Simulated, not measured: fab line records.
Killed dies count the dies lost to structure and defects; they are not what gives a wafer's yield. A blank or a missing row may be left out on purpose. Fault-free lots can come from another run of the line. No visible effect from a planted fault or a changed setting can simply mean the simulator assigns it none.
Split-lot experiment	flow n5Finfet	on a route of 1938 steps: 7 lots, 21 wafers read

## THE SPLIT
At N5_BEOL_M11_PECVD_70 (deposits SiO2 from TEOS/O2, target thk 20 nm, time 22.7 s), the setting timeS was moved away from the recipe's 22.7 s on 7 of the 21 wafers read, by -9.5% to +12.1%. All remaining wafers had this setting at the recipe value.

The reading comes from the split's own step.

## THE READING
SiO2_of_BEOL_M11_PECVD_70.thkNm (the simulator's own value, which no gauge read), in nm, at N5_BEOL_M11_PECVD_70 (deposits SiO2 from TEOS/O2, target thk 20 nm, time 22.7 s). The file gives no usual value for it. Average 20.0 nm, standard deviation 0.27 nm, over the 14 wafers here run with the recipe.

wafer	tool, chamber at the split	timeS as run, s	against the recipe	SiO2_of_BEOL_M11_PECVD_70.thkNm, nm	against lot-mates on the recipe
L078.1	pecvd-04, 0	22.7	recipe	19.8	-
L078.3	pecvd-04, 1	22.7	recipe	19.4	-
L078.6	pecvd-04, 1	25.44	+12.1%	22.4	+2.8
L079.1	pecvd-03, 0	22.7	recipe	20.2	-
L079.3	pecvd-03, 2	23.87	+5.2%	21.2	+1.0
L079.6	pecvd-03, 2	23.87	+5.2%	21.6	+1.4
L081.3	pecvd-04, 1	22.7	recipe	19.8	-
L081.5	pecvd-04, 2,1	22.7	recipe	20.2	-
L081.6	pecvd-04, 2,1	22.7	recipe	20.2	-
L088.1	pecvd-04, 0,1,2	22.7	recipe	19.8	-
L088.3	pecvd-04, 0,1,2	22.7	recipe	19.8	-
L088.4	pecvd-04, 0,1,2	22.7	recipe	19.8	-
L090.2	pecvd-03, 1,2	22.7	recipe	20	-
L090.4	pecvd-03, 1,2	22.7	recipe	20	-
L090.5	pecvd-03, 1	22.7	recipe	20.4	-
L092.1	pecvd-03, 2	20.54	-9.5%	17.8	-2.2
L092.3	pecvd-03, 1	20.54	-9.5%	18.2	-1.8
L092.5	pecvd-03, 2	22.7	recipe	20	-
L095.1	pecvd-03, 1	24.36	+7.3%	21.4	+1.0
L095.3	pecvd-03, 0	24.36	+7.3%	21.2	+0.8
L095.6	pecvd-03, 1	22.7	recipe	20.4	-
The file does not say which wafer passed through which chamber wherever a row lists several chambers: such a row stands for several wafers.

THE FIT
A straight line over all 21 wafers: SiO2_of_BEOL_M11_PECVD_70.thkNm changes by +0.207 nm for each +1% of timeS; r = +0.96; the points scatter about the line by 0.28 nm.
The same after taking each lot's own level away (the mean of its wafers on the recipe; 21 wafers): +0.201 nm for each +1%; r = +0.97; scatter 0.26 nm.
Per that fit: largest timeS move, reading shift of 2.4 nm.
The lots' own levels span 19.60 to 20.40 nm, that is 3.0 times the standard deviation above.
Consequently the slope shifts little with the lot-to-lot level, the two slopes agreeing.
Check: with one of the wafers moved furthest among these (+12.1%) left out of the fit, the line predicts +2.21 nm for it against its lot-mates. Against them it came out at +2.8 nm.

## FURTHER SPLITS ON THESE WAFERS
These wafers also went through other splits before the reading. Each is held against what the fit with the lots' levels taken away leaves over:
other split on the same wafers	wafers away from the commonest value	r with SiO2_of_BEOL_M11_PECVD_70.thkNm (lot level and that fit taken away)
N5_BEOL_M9_EXPOSE_08 doseMj	6	-0.02
N5_BEOL_M9_ETCH_62 timeS	6	-0.12
N5_BEOL_M10_PECVD_70 timeS	8	-0.13

## THE FILE'S OWN FIT
SiO2_of_BEOL_M11_PECVD_70.thkNm changes by +0.207 nm for each +1% of timeS, r = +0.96.
